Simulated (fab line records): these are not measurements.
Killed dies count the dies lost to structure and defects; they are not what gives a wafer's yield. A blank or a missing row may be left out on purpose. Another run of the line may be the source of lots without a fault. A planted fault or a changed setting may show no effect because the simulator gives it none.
What tool caused it? ; flow n5 finfet ; Sampling: 9 lots, 25 wafers, 5 of 1938 route steps

WHAT THE GAUGES READ, wafer by wafer
N5_BEOL_M4_RC_MEAS_101.
lot;measured;on;DIBL_N (mV/V);DIBL_P (mV/V);IOFF_N (nA/um);IOFF_P (nA/um);ION_N (uA/um);ION_P (uA/um);SS_N (mV/dec);SS_P (mV/dec);VT_N (mV);VT_P (mV)
L244;day 8 07:52;prober-02;36.7 37.2 35.3;36.3 36.8 34.4;0.153 0.171 0.142;0.21 0.23 0.18;667 673 666;459 459 461;71.6 71.7 71.2;72.7 73.6 72.6;251 250 252;-252 -249 -251
L245;day 8 17:17;prober-01;37.9 37.5 35.9;38.4 37.2 36.3;0.208 0.182 0.166;0.24 0.23 0.22;696 671 688;472 461 474;72.1 71.8 70.9;73.4 73.3 73.4;245 247 247;-247 -248 -249
L248;day 9 07:03;prober-02;36.1 37.1 35.4;34.7 34.5 32.9;0.165 0.181 0.140;0.21 0.20 0.18;674 694 678;460 468 464;72.0 72.9 71.3;72.9 73.0 72.6;248 248 251;-251 -252 -252
L251;day 10 01:29;prober-01;34.3 31.8 32.5;34.2 31.0 31.7;0.123 0.089 0.099;0.16 0.13 0.13;676 667 658;456 460 453;71.0 70.7 70.8;73.0 72.3 71.9;253 259 257;-253 -258 -258
L252;day 10 09:34;prober-01;36.5 35.9 37.2;35.5 34.9 35.3;0.148 0.127 0.156;0.22 0.20 0.22;666 666 662;462 464 453;71.8 71.2 71.4;73.4 73.2 73.3;252 252 254;-249 -250 -246
L256;day 11 12:53;prober-01;35.4 34.8 34.9;35.9 35.0 34.9;0.176 0.153 0.155;0.23 0.21 0.21;693 682 678;478 471 470;71.7 70.9 70.7;73.7 73.1 73.3;246 249 248;-247 -248 -250
L264;day 13 17:22;prober-01;34.4 36.7;34.9 37.3;0.137 0.166;0.18 0.21;666 675;456 459;71.0 71.2;72.7 73.2;251 250;-253 -253
L265;day 14 00:05;prober-02;31.0 36.2;29.9 35.2;0.093 0.162;0.14 0.20;657 678;459 460;69.6 71.8;71.6 73.4;255 248;-254 -250
L267;day 14 08:04;prober-02;36.7 37.4 35.5;38.3 38.4 37.9;0.173 0.189 0.159;0.21 0.22 0.21;680 674 683;466 461 462;72.6 71.5 72.3;73.2 73.3 72.8;247 246 249;-251 -251 -250

EACH LOT AND THE TOOL THAT RAN IT (in order: tool; ch and the chambers of the sampled wafers; start)
lot;N5_BEOL_M0_SAQP_ETCH_49;N5_BEOL_M0_CUTY_ETCH_62;N5_BEOL_M0_ETCH_138;N5_BEOL_M0_ETCH_128
L244;rie diel-02 ch 1,3, day 5 16:17;rie diel-01 ch 1,2,3, day 5 16:55;rie diel-01 ch 1,2,3, day 5 17:05;rie diel-01 ch 1,2,3, day 5 17:55
L245;rie diel-02 ch 0,2,3, day 6 01:09;rie diel-01 ch 1,2, day 6 01:38;rie diel-01 ch 1,2, day 6 01:49;rie diel-01 ch 1,2,3, day 6 02:13
L248;rie diel-02 ch 1,2, day 6 17:41;rie diel-03 ch 0,3, day 6 18:10;rie diel-03 ch 0,3, day 6 18:20;rie diel-01 ch 0,1,2, day 6 18:57
L251;rie diel-05 ch 0,3, day 7 09:37;rie diel-06 ch 1,2, day 7 10:31;rie diel-06 ch 1,2, day 7 10:41;rie diel-06 ch 0,1, day 7 11:50
L252;rie diel-02 ch 1,2,3, day 7 22:42;rie diel-01 ch 0,2, day 7 23:19;rie diel-01 ch 0,2, day 7 23:29;rie diel-06 ch 0,1, day 8 01:07
L256;rie diel-02 ch 2,3, day 9 04:20;rie diel-01 ch 0,1,2, day 9 04:50;rie diel-01 ch 0,1,2, day 9 05:00;rie diel-03 ch 0,1,2, day 9 07:10
L264;rie diel-05 ch 1,2, day 10 21:50;rie diel-01 ch 0,3, day 10 23:17;rie diel-01 ch 0,3, day 10 23:27;rie diel-01 ch 2,3, day 11 06:41
L265;rie diel-02 ch 0,3, day 11 04:03;rie diel-01 ch 1,3, day 11 04:57;rie diel-01 ch 1,3, day 11 05:07;rie diel-01 ch 2,3, day 11 06:48
L267;rie diel-05 ch 0,1,2, day 11 18:40;rie diel-01 ch 0,1,2, day 11 19:21;rie diel-01 ch 0,1,2, day 11 19:31;rie diel-01 ch 0,1,2, day 11 21:31
- N5_BEOL_M0_SAQP_ETCH_49: etches SiO2 in CF4/O2, target depth 37 nm.
- N5_BEOL_M0_CUTY_ETCH_62: etches SiARC in CF4, time 58.5 s.
- N5_BEOL_M0_ETCH_138: etches SiCN in CH3F/O2, target depth 12 nm, time 31.6 s.
- N5_BEOL_M0_ETCH_128: etches SiCN in CF4/N2, target depth 12 nm, overetch 5.1 nm, time 21.4 s.

AS READ BY THE TOOLS THEMSELVES (means over the sampled wafers that have a number; for cases with no such wafer, the mark the record gives instead)
N5_BEOL_M0_SAQP_ETCH_49.
lot;tool;O2_flow_sccm (sccm);drypump motor current A (A);oes product au (a.u.);rf vpp V (V);showerhead plenum p Torr (Torr);throttle valve pct (%)
L244;rie diel-02;9.99;5.1;0.72;242.9;2.29;16.01
L245;rie diel-02;10.00;5.4;0.73;241.4;2.20;15.89
L248;rie diel-02;9.99;5.1;0.71;239.0;2.24;15.86
L251;rie diel-05;10.00;6.0;0.80;242.5;2.25;15.94
L252;rie diel-02;10.01;5.2;0.71;241.9;2.25;15.91
L256;rie diel-02;10.01;5.4;0.73;241.6;2.23;15.85
L264;rie diel-05;9.99;5.5;0.80;239.2;2.22;15.78
L265;rie diel-02;9.99;5.2;0.83;244.2;2.31;15.80
L267;rie diel-05;10.00;5.8;0.77;240.0;2.23;15.92

N5_BEOL_M0_CUTY_ETCH_62.
lot;tool;drypump motor current A (A);etch rf on time s (s);oes product au (a.u.);rf vpp V (V);showerhead plenum p Torr (Torr);throttle valve pct (%)
L244;rie diel-01;5.9;57.3;0.66;184.7;2.18;15.57
L245;rie diel-01;5.4;56.4;0.70;184.6;2.20;15.45
L248;rie diel-03;5.7;57.5;0.73;183.8;2.10;15.47
L251;rie diel-06;6.5;58.2;0.61;184.2;2.17;15.65
L252;rie diel-01;5.6;57.3;0.71;185.9;2.26;15.41
L256;rie diel-01;5.8;57.9;0.65;184.2;2.18;15.51
L264;rie diel-01;6.5;86.0;0.66;185.7;2.21;15.41
L265;rie diel-01;6.2;82.8;0.74;185.7;2.25;15.25
L267;rie diel-01;5.8;75.9;0.67;186.1;2.26;15.38

N5_BEOL_M0_ETCH_138.
lot;tool;O2_flow_sccm (sccm);drypump motor current A (A);etch rf on time s (s);oes product au (a.u.);rf vpp V (V);showerhead plenum p Torr (Torr);throttle valve pct (%)
L244;rie diel-01;19.95;5.9;27.6;0.65;297.4;2.03;16.25
L245;rie diel-01;20.00;5.4;28.2;0.70;297.9;2.05;16.14
L248;rie diel-03;20.02;5.7;28.8;0.73;296.6;1.98;16.23
L251;rie diel-06;20.04;6.5;29.0;0.61;298.2;2.04;16.40
L252;rie diel-01;20.00;5.6;28.5;0.71;298.3;2.11;16.09
L256;rie diel-01;20.02;5.7;29.5;0.64;297.3;2.03;16.22
L264;rie diel-01;19.95;6.4;27.5;0.71;297.9;2.06;16.09
L265;rie diel-01;20.07;6.2;28.2;0.81;299.2;2.09;15.94
L267;rie diel-01;20.03;5.7;28.6;0.71;300.3;2.11;16.10

N5_BEOL_M0_ETCH_128.
lot;tool;drypump motor current A (A);oes product au (a.u.);rf vpp V (V);showerhead plenum p Torr (Torr);throttle valve pct (%)
L244;rie diel-01;5.9;0.51;383.0;2.24;15.38
L245;rie diel-01;5.9;0.51;382.5;2.24;15.39
L248;rie diel-01;5.8;0.53;382.9;2.25;15.29
L251;rie diel-06;6.3;0.49;384.9;2.27;15.46
L252;rie diel-06;6.3;0.49;383.8;2.27;15.49
L256;rie diel-03;5.2;0.56;383.5;2.25;15.42
L264;rie diel-01;5.9;0.57;383.1;2.29;15.20
L265;rie diel-01;5.9;0.58;384.4;2.29;15.20
L267;rie diel-01;5.7;0.57;385.2;2.33;15.22

THE ANSWER, worked out from the rows above alone
Rule: the usual values come from the lots themselves. Put in order of their means at a reading, lots are off if they are a third of the lots or fewer, leave a main group of 4 or more, and stand apart from it by a gap of 3 or more times the standard deviation of the main group's means; of several such gaps the widest counts. The tables above print the reading to a certain number of digits; a main group whose means all agree to those digits is not used. A lot without any number at a reading at which 4 lots or more have one is off too. Any other lot the step has rows for is counted as sound. After the gauges, taken in route order, come the tools' own readings; for these a lot's mean is taken, as printed above. The first step at which some lot is off is used, and at that step the reading that is off furthest; a lot without a number counts as furthest.
Off: L264, L265, L267 (N5_BEOL_M0_CUTY_ETCH_62, etch rf on time s). Mean 57.4 s and standard deviation 0.56 in the main group.
A tool fits if, at that step or a process step before it, it ran every lot that is off, and no sound lot after the first of them. One candidate fits, namely rie diel-01 at N5_BEOL_M0_CUTY_ETCH_62. A fault onset in the window from L256 (day 9 04:50, its last sound lot) to L264 (day 10 23:17, its first lot off) fits.
On the lots that are off, the tool's own readings at N5_BEOL_M0_CUTY_ETCH_62 differ by more than 5 times the standard deviation of the sound lots' means, which bears it out; etch rf on time s reads 81.6 s there versus 57.4 s on the sound lots.

WHAT WAS PUT IN BY THE SIMULATOR
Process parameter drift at N5_BEOL_M0_CUTY_ETCH_62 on rie diel-01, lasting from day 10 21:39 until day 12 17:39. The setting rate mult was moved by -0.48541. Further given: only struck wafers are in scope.
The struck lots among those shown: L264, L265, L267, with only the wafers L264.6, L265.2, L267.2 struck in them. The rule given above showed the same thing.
